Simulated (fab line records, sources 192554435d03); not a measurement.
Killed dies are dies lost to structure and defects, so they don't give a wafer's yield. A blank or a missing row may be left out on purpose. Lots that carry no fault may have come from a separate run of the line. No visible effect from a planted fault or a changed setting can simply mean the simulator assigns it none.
Matching of chambers / flow n5-finfet / rie-diel-06 running N5_BEOL_M12_ETCH_67: 4 sister chambers
The step etches SiARC in CF4, target depth 143 nm, time 238.3 s. 4 wafers are shown with their chamber, then 12 later ones without.

WAFERS PAIRED WITH THEIR CHAMBERS
wafer=L087.4; chamber=0; drypump-motor-current-A (A)=4.8
wafer=L089.1; chamber=1; drypump-motor-current-A (A)=5.6
wafer=L089.2; chamber=3; drypump-motor-current-A (A)=4.8
wafer=L089.6; chamber=2; drypump-motor-current-A (A)=5.3

WAFERS WITHOUT THEIR CHAMBER
wafer=L091.3; drypump-motor-current-A (A)=4.8
wafer=L091.4; drypump-motor-current-A (A)=5.3
wafer=L091.5; drypump-motor-current-A (A)=4.8
wafer=L092.1; drypump-motor-current-A (A)=4.9
wafer=L092.2; drypump-motor-current-A (A)=4.8
wafer=L092.5; drypump-motor-current-A (A)=5.3
wafer=L093.3; drypump-motor-current-A (A)=5.5
wafer=L093.4; drypump-motor-current-A (A)=4.8
wafer=L093.6; drypump-motor-current-A (A)=4.9
wafer=L097.1; drypump-motor-current-A (A)=4.8
wafer=L097.2; drypump-motor-current-A (A)=5.6
wafer=L097.5; drypump-motor-current-A (A)=5.6

EACH ONE'S CHAMBER
wafer=L091.3; from the rows above=can't be placed: 0 or 3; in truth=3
wafer=L091.4; from the rows above=2; in truth=2
wafer=L091.5; from the rows above=can't be placed: 0 or 3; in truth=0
wafer=L092.1; from the rows above=can't be placed: 0 or 3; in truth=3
wafer=L092.2; from the rows above=can't be placed: 0 or 3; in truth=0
wafer=L092.5; from the rows above=2; in truth=2
wafer=L093.3; from the rows above=1; in truth=1
wafer=L093.4; from the rows above=can't be placed: 0 or 3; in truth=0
wafer=L093.6; from the rows above=can't be placed: 0 or 3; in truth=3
wafer=L097.1; from the rows above=can't be placed: 0 or 3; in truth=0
wafer=L097.2; from the rows above=1; in truth=1
wafer=L097.5; from the rows above=1; in truth=1
5 of 12 placed correctly. Can't be placed from these rows: 7 (the true chamber is among the candidates in 7). 0 placed wrongly.
How it was worked out, from the rows above alone: a wafer's distance from a chamber is the root of the sum, over the readings, of the square of ((its reading less the chamber's mean) divided by the reading's scatter). The wafer belongs to the nearest chamber; if the next one is less than 2 further off, it can't be placed. For every chamber, the mean is computed from those of its wafers that are shown. The scatter (one wafer shown for each chamber): square how far every hidden wafer sits from the nearest shown wafer, average those squares and take the square root.
